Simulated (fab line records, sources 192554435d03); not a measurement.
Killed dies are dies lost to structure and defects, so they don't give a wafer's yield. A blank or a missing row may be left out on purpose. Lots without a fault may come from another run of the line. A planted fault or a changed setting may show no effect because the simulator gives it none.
Chamber matching | flow n5_finfet | N5_MOL_CONTACT_COAG_ETCH_59 on rie_diel-04: 4 sister chambers
The step etches underlayer in N2/H2, target depth 13 nm, time 10.4 s. 8 wafers are shown with their chamber, then 8 later ones without.

WAFERS WITH THEIR CHAMBER
wafer  | chamber | showerhead_plenum_p_Torr (Torr) | drypump_motor_current_A (A)
L078.6 | 3       | 2.70                            | 6.0
L083.4 | 0       | 2.50                            | 6.5
L084.5 | 3       | 2.70                            | 6.0
L084.6 | 1       | 2.50                            | 6.0
L089.2 | 2       | 2.47                            | 5.8
L089.3 | 1       | 2.50                            | 5.9
L089.6 | 2       | 2.47                            | 5.8
L091.4 | 0       | 2.49                            | 6.5

WAFERS WITHOUT THEIR CHAMBER
wafer  | showerhead_plenum_p_Torr (Torr) | drypump_motor_current_A (A)
L091.5 | 2.69                            | 6.0
L091.6 | 2.49                            | 6.5
L093.1 | 2.69                            | 6.0
L093.4 | 2.50                            | 5.9
L093.5 | 2.69                            | 6.0
L095.1 | 2.68                            | 6.0
L095.3 | 2.49                            | 6.5
L095.4 | 2.46                            | 5.9

WHICH CHAMBER EACH WENT THROUGH
wafer  | from the rows above | in truth
L091.5 | 3                   | 3
L091.6 | 0                   | 0
L093.1 | 3                   | 3
L093.4 | 1                   | 1
L093.5 | 3                   | 3
L095.1 | 3                   | 3
L095.3 | 0                   | 0
L095.4 | 2                   | 2
Placed correctly: 8 of 8. Can't be placed from these rows: 0. Placed wrongly: 0.
How it was worked out, from the rows above alone: a wafer's distance from a chamber is the root of the sum, over the readings, of the square of ((its reading less the chamber's mean) divided by the reading's scatter). The wafer belongs to the nearest chamber; if the next one is less than 2 further off, it can't be placed. A chamber's mean is the mean of its shown wafers. The scatter: the root of (the sum of the squares of (reading less its chamber's mean) over the shown wafers, divided by (wafers less chambers)).
